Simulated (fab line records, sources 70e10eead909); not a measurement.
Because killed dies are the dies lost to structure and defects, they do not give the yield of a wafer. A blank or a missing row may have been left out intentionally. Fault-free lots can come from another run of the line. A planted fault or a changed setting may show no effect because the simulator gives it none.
fab line records    flow nand_harc
record: lots: 13  wafers: 39  last_day: 33
route steps=1302 shown P_STI@84 P_GATE@119
lots that met no fault: from a run of the same line without faults
start_h: hours from the record's first day to the start of the lot's first wafer shown    wait_h: hours since the lot's step before    " unchanged from the row above    L1.1+2: one row covering several wafers at once    - no value, or no start was given    * or withheld: withheld    < > ~ a bound
route shown NAME@n: a module of which the file shows steps, and the number in the route of the first    usual: mean and standard deviation over wafers with no fault    same: alike in all rows    chamber/n: place in a boat    sites: readings site by site    _std_site: standard deviation of those values    _edge_site: mean of outer sites minus mean of inner sites    radius_mm: how far each site lies from the wafer's centre    mask NAME#n: copy n    behind: the most recent tool/chamber to have shaped the wafer    hold: what put the lot on hold/how long, in hours/how the hold closed    device: the n, p or np transistor that did not switch    end of line: the tests these same wafers got at the end of their route    for a step that has no rows: nothing shown but its recipe    killed: at the first sort, the dies lost to defects and structure; wafer yield is something else    map: the dies of a wafer, with x for killed, . for not killed, _ for no die there
set.NAME: the run value of the setting; set.NAME@STEP: its run value at that earlier step    model.NAME: the simulator's own value behind a step, which no gauge read
steps of the route over a sample of lots; a table a step, a row a wafer
services: from which hour (start_h, from the record's first day; less than 0 if before it) a tool's chamber was out of use, for how many hours, and why
== steps ==
step: NHARC_P_STI_OVL_MEAS_10
usual: overlay_x_nm: 2/5.8  overlay_y_nm: 0/5.3
lot.wafer  tool        chamber  start_h  wait_h  overlay_x_nm  overlay_y_nm
L221.1     overlay-02  -        50.33    -       3             1
L221.5     "           -        "        "       2             1
L221.6     "           -        "        "       3             1
L223.3     overlay-02  -        60.72    -       1             -8
L223.5     "           -        "        "       1             -8
L223.6     "           -        "        "       1             -8
L222.1     overlay-01  -        60.88    -       -4            -1
L222.5     "           -        "        "       -4            -1
L222.6     "           -        "        "       -4            -1
L224.1     overlay-01  -        75.35    -       11            -3
L224.4     "           -        "        "       11            -3
L224.6     "           -        "        "       11            -3
L225.1     overlay-02  -        83.46    -       14            -2
L225.4     "           -        "        "       15            -3
L225.5     "           -        "        "       14            -3
L227.2     overlay-02  -        103.64   -       -2            -4
L227.3     "           -        "        "       -3            -4
L227.4     "           -        "        "       -2            -4
L228.3     overlay-02  -        113.48   -       -1            -3
L228.4     "           -        "        "       0             -3
L228.6     "           -        "        "       -1            -3
L230.1     overlay-01  -        136.26   -       -2            7
L230.2     "           -        "        "       -2            7
L230.5     "           -        "        "       -2            7
L240.1     overlay-02  -        234.04   -       3             3
L240.2     "           -        "        "       3             4
L240.3     "           -        "        "       4             4
L241.4     overlay-01  -        245.08   -       2             -2
L241.5     "           -        "        "       3             -2
L241.6     "           -        "        "       2             -2
L242.1     overlay-01  -        254.25   -       0             -1
L242.2     "           -        "        "       1             -1
L242.4     "           -        "        "       0             0
L243.3     overlay-01  -        265.44   -       6             -3
L243.4     "           -        "        "       6             -3
L243.5     "           -        "        "       7             -3
L244.4     overlay-01  -        273.19   -       -1            8
L244.5     "           -        "        "       -1            7
L244.6     "           -        "        "       -2            8
step: NHARC_P_STI_ETCH_15
recipe: target_depth_a: 3000  taper_deg: 4  time_s: 100.1  hbr_flow_sccm: 150  cl2_flow_sccm: 50  rf_w: 400  icp_w: 400  bias_w: 100  chemistry: HBr/Cl2
usual: drypump_motor_current_A: 5.7/0.42  oes_product_au: 1.001/0.01  rf_fwd_power_W: 397.5/1.5  throttle_valve_pct: 26.408/0.0091
lot.wafer  tool       chamber  start_h  wait_h  drypump_motor_current_A  oes_product_au  rf_fwd_power_W  rf_hours_counter_h  throttle_valve_pct
L221.1     rie_si-04  3        50.86    -       6.0                      0.992           395.3           0.26                26.399
L221.6     "          0        "        "       6.3                      1.008           397.4           -                   26.396
L221.5     "          1        "        "       5.5                      0.995           397.4           -                   26.394
L223.3     rie_si-06  2        61.18    -       5.7                      0.997           396.8           0.84                26.425
L223.5     "          1        "        "       5.9                      0.987           398.0           -                   26.401
L223.6     "          2        "        "       5.8                      0.986           397.1           -                   26.398
L222.1     rie_si-04  3        61.35    -       6.0                      0.992           397.8           0.34                26.415
L222.5     "          1        "        "       5.5                      0.990           400.0           -                   26.412
L222.6     "          2        "        "       5.5                      0.998           395.4           -                   26.403
L224.4     rie_si-01  3        75.79    -       5.0                      0.999           398.2           0.45                26.391
L224.1     "          2        "        "       5.5                      0.992           395.9           0.36                26.422
L224.6     "          0        "        "       6.5                      1.008           398.9           -                   26.417
L225.1     rie_si-04  3        83.95    -       5.9                      0.988           395.6           0.41                26.400
L225.4     "          1        "        "       5.5                      0.992           396.8           -                   26.397
L225.5     "          3        "        "       6.0                      0.987           397.9           -                   26.399
L227.3     rie_si-01  0        104.09   -       6.5                      1.017           398.8           0.57                26.405
L227.4     "          2        "        "       5.5                      0.990           395.6           0.55                26.412
L227.2     "          3        "        "       5.0                      0.998           398.6           0.70                26.405
L228.4     rie_si-01  2        113.93   -       5.5                      0.995           397.2           0.61                26.410
L228.3     "          3        "        "       5.0                      1.001           398.3           0.76                26.417
L228.6     "          3        "        "       5.0                      1.013           396.8           -                   26.409
L230.2     rie_si-04  3        136.70   -       6.0                      0.989           395.2           0.84                26.416
L230.1     "          0        "        "       6.3                      0.996           399.5           0.74                26.393
L230.5     "          0        "        "       6.3                      0.997           401.2           -                   26.409
L240.3     rie_si-04  1        234.53   -       5.5                      1.001           394.9           0.36                26.413
L240.1     "          2        "        "       5.5                      1.018           395.9           0.32                26.423
L240.2     "          0        "        "       6.3                      1.000           399.6           0.33                26.413
L241.4     rie_si-01  1        245.56   -       5.0                      1.003           399.1           0.23                26.400
L241.6     "          3        "        "       5.0                      1.017           397.1           -                   26.418
L241.5     "          0        "        "       6.6                      1.022           399.0           -                   26.404
L242.4     rie_si-04  1        254.70   -       5.5                      0.989           399.0           0.55                26.411
L242.1     "          2        "        "       5.5                      1.012           395.9           0.51                26.404
L242.2     "          0        "        "       6.3                      1.000           397.0           0.45                26.413
L243.4     rie_si-01  1        265.89   -       5.0                      0.993           398.4           0.31                26.380
L243.3     "          2        "        "       5.5                      1.012           397.3           0.33                26.401
L243.5     "          2        "        "       5.5                      1.000           396.7           -                   26.399
L244.4     rie_si-06  0        273.67   -       5.8                      1.013           396.0           0.10                26.404
L244.6     "          2        "        "       5.7                      1.001           397.0           -                   26.409
L244.5     "          3        "        "       5.8                      1.008           397.4           -                   26.404
step: NHARC_P_STI_CMP_21
recipe: t_overpolish_s: 20  target_thk_nm: 380.67
usual: motor_current_A: 11.7/0.71  overpolish_run_s: 20.000/0.01
lot.wafer  tool    chamber  start_h  wait_h  motor_current_A  overpolish_run_s
L221.1     cmp-02  2        69.45    0.4     10.9             19.986
L221.6     "       1        "        "       12.8             19.998
L221.5     "       2        "        "       10.7             19.987
L223.3     cmp-04  0        82.27    0.4     12.2             20.004
L223.5     "       0        "        "       11.5             19.993
L223.6     "       1        "        "       13.2             20.000
L222.1     cmp-02  0        82.32    0.4     12.6             19.993
L222.5     "       2        "        "       11.1             19.999
L222.6     "       3        "        "       11.2             20.017
L224.4     cmp-01  0        95.22    0.4     11.2             20.008
L224.1     "       1        "        "       12.3             20.000
L224.6     "       1        "        "       12.1             20.010
L225.1     cmp-04  0        101.12   0.4     11.5             20.025
L225.4     "       3        "        "       12.1             19.990
L225.5     "       0        "        "       11.4             20.013
L227.2     cmp-04  2        121.86   0.4     11.3             19.985
L227.4     "       3        "        "       12.0             19.996
L227.3     "       0        "        "       10.5             19.974
L228.3     cmp-01  1        138.63   0.4     12.3             20.003
L228.4     "       2        "        "       11.0             20.001
L228.6     "       3        "        "       12.0             20.008
L230.1     cmp-02  1        157.16   0.4     12.3             20.004
L230.2     "       2        "        "       11.3             19.995
L230.5     "       3        "        "       10.7             20.002
L240.1     cmp-04  2        251.89   0.4     11.6             19.993
L240.3     "       3        "        "       11.9             20.000
L240.2     "       0        "        "       12.0             19.995
L241.4     cmp-01  2        263.36   0.4     10.7             20.003
L241.6     "       1        "        "       11.9             20.003
L241.5     "       2        "        "       10.5             20.003
L242.1     cmp-04  0        274.99   0.4     12.4             19.986
L242.4     "       1        "        "       12.5             20.004
L242.2     "       3        "        "       12.2             20.001
L243.4     cmp-02  0        286.59   0.4     13.0             20.007
L243.3     "       1        "        "       12.3             19.995
L243.5     "       3        "        "       11.4             19.985
L244.4     cmp-01  2        291.15   0.4     11.0             19.981
L244.5     "       2        "        "       11.2             20.000
L244.6     "       3        "        "       11.8             19.990
step: NHARC_P_GATE_EXPOSE_08
recipe: na: 0.6  dose_mj: 16.75  mask_id: P_HV
usual: stage_vel_mm_s: 499.92/0.24
lot.wafer  tool            chamber  start_h  wait_h  mask     stage_vel_mm_s
L221.1     krf_scanner-02  0        85.85    -       P_HV#0   499.75
L221.5     "               0        "        "       P_HV#0   500.09
L221.6     "               0        "        "       P_HV#0   499.50
L223.3     krf_scanner-03  0        98.93    -       P_HV#0   499.75
L223.5     "               0        "        "       P_HV#0   499.79
L223.6     "               0        "        "       P_HV#0   500.22
L222.1     krf_scanner-02  0        99.07    -       P_HV#0   499.76
L222.5     "               0        "        "       P_HV#0   499.85
L222.6     "               0        "        "       P_HV#0   499.86
L224.1     krf_scanner-03  0        113.14   -       P_HV#0   499.61
L224.4     "               0        "        "       P_HV#0   499.11
L224.6     "               0        "        "       P_HV#0   500.12
L225.1     krf_scanner-03  0        117.79   -       P_HV#0   500.13
L225.4     "               0        "        "       P_HV#0   500.15
L225.5     "               0        "        "       P_HV#0   499.81
L227.2     krf_scanner-03  0        141.32   -       P_HV#0   499.61
L227.3     "               0        "        "       P_HV#0   499.93
L227.4     "               0        "        "       P_HV#0   500.13
L228.3     krf_scanner-02  0        158.08   -       P_HV#0   499.64
L228.4     "               0        "        "       P_HV#0   499.47
L228.6     "               0        "        "       P_HV#0   499.59
L230.1     krf_scanner-01  0        174.90   -       P_NSD#0  500.03
L230.2     "               0        "        "       P_NSD#0  500.02
L230.5     "               0        "        "       P_NSD#0  500.06
L240.1     krf_scanner-01  0        269.56   -       P_HV#0   499.76
L240.2     "               0        "        "       P_HV#0   499.98
L240.3     "               0        "        "       P_HV#0   499.77
L241.4     krf_scanner-01  0        279.44   -       P_HV#0   500.06
L241.5     "               0        "        "       P_HV#0   500.57
L241.6     "               0        "        "       P_HV#0   499.99
L242.1     krf_scanner-02  0        291.41   -       P_HV#0   500.32
L242.2     "               0        "        "       P_HV#0   500.26
L242.4     "               0        "        "       P_HV#0   499.86
L243.3     krf_scanner-02  0        303.43   -       P_HV#0   500.42
L243.4     "               0        "        "       P_HV#0   499.92
L243.5     "               0        "        "       P_HV#0   499.78
L244.4     krf_scanner-01  0        310.20   -       P_HV#0   500.42
L244.5     "               0        "        "       P_HV#0   500.03
L244.6     "               0        "        "       P_HV#0   499.73
step: NHARC_P_GATE_CD_MEAS_11
recipe: target_cd_nm: 1640  landing_energy_ev: 500
usual: cd_nm: 1639.8/1.5
same: landing_energy_ev: 500
lot.wafer  tool       chamber  start_h  wait_h  cd_nm
L221.1     cd_sem-02  0        86.00    -       1641.8
L221.5     "          0        "        "       1639.1
L221.6     "          0        "        "       1640.0
L223.3     cd_sem-01  0        99.08    -       1641.6
L223.5     "          0        "        "       1641.9
L223.6     "          0        "        "       1640.0
L222.1     cd_sem-03  0        99.23    -       1640.4
L222.5     "          0        "        "       1641.5
L222.6     "          0        "        "       1640.0
L224.1     cd_sem-03  0        113.30   -       1642.0
L224.4     "          0        "        "       1641.0
L224.6     "          0        "        "       1640.9
L225.1     cd_sem-02  0        117.94   -       1640.2
L225.4     "          0        "        "       1642.0
L225.5     "          0        "        "       1641.0
L227.2     cd_sem-03  0        141.47   -       1638.3
L227.3     "          0        "        "       1638.2
L227.4     "          0        "        "       1637.1
L228.3     cd_sem-03  0        158.23   -       1638.9
L228.4     "          0        "        "       1639.8
L228.6     "          0        "        "       1640.3
L230.1     cd_sem-01  0        175.06   -       -
L230.2     "          0        "        "       -
L230.5     "          0        "        "       -
L240.1     cd_sem-02  0        269.72   -       1638.9
L240.2     "          0        "        "       1638.7
L240.3     "          0        "        "       1638.5
L241.4     cd_sem-01  0        279.59   -       1641.8
L241.5     "          0        "        "       1640.7
L241.6     "          0        "        "       1641.7
L242.1     cd_sem-02  0        291.56   -       1638.6
L242.2     "          0        "        "       1636.3
L242.4     "          0        "        "       1640.5
L243.3     cd_sem-03  0        303.58   -       1643.1
L243.4     "          0        "        "       1641.2
L243.5     "          0        "        "       1638.3
L244.4     cd_sem-03  0        310.34   -       1637.3
L244.5     "          0        "        "       1638.3
L244.6     "          0        "        "       1638.1
== services ==
tool            chamber  start_h  hours  kind
cmp-04          -        30.07    4.0    pm
cmp-02          -        36.67    0.6    repair
cmp-02          -        48.43    4.0    pm
cmp-04          -        49.70    4.2    repair
krf_scanner-03  -        52.03    4.0    pm
rie_si-04       0        76.14    16.4   repair
cmp-01          -        87.50    4.0    pm
cmp-02          -        120.11   3.0    repair
krf_scanner-03  -        127.58   0.2    repair
cmp-04          -        128.07   4.0    pm
cmp-04          -        138.23   0.9    repair
krf_scanner-01  -        140.00   4.0    pm
krf_scanner-02  -        141.23   4.0    pm
rie_si-04       -        165.00   9.0    pm
cmp-04          -        188.88   2.1    repair
rie_si-01       -        193.00   9.0    pm
cmp-04          -        203.96   1.7    repair
cmp-04          -        213.30   2.1    repair
rie_si-04       0        219.83   2.2    repair
cmp-04          -        226.07   4.0    pm
rie_si-01       -        231.46   3.9    repair
krf_scanner-02  -        257.71   25.7   repair
cmp-04          -        284.10   4.7    repair
krf_scanner-02  -        291.60   0.1    repair
== key ==
first_sign: step: NHARC_P_GATE_EXPOSE_08  reading: mask  direction: changed
effect: step: NHARC_P_GATE_CD_MEAS_11  reading: cd_nm  direction: missing
met_at NHARC_P_GATE_EXPOSE_08
struck_lots L230
later_rows_left_out L230.1,L230.2,L230.5
sort_left_out L230.1,L230.2,L230.5
tester_left_out L230
not_acting_at NHARC_P_STI_OVL_MEAS_10,NHARC_P_STI_ETCH_15,NHARC_P_STI_CMP_21
fault: kind: wrong_mask  tool: any  chamber: -  onset_h: 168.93  steps: NHARC_P_GATE_EXPOSE_08  aux_copy: P_NSD#0  scope: struck_lots_only
tester_left_out: of these lots the tester's yield and bins aren't shown, on N5 and GAA mostly nor the transistor test; their killed dies are dies lost to structure and defects alone, not to doping, threshold or leakage, so they don't give the yield
sort_left_out: the simulated sort isn't trusted on such a fault, so these wafers' sort isn't shown, and their yield isn't known
later_rows_left_out: the simulator's readings of these wafers behind a module that went badly wrong aren't trusted and aren't shown, but for the sort
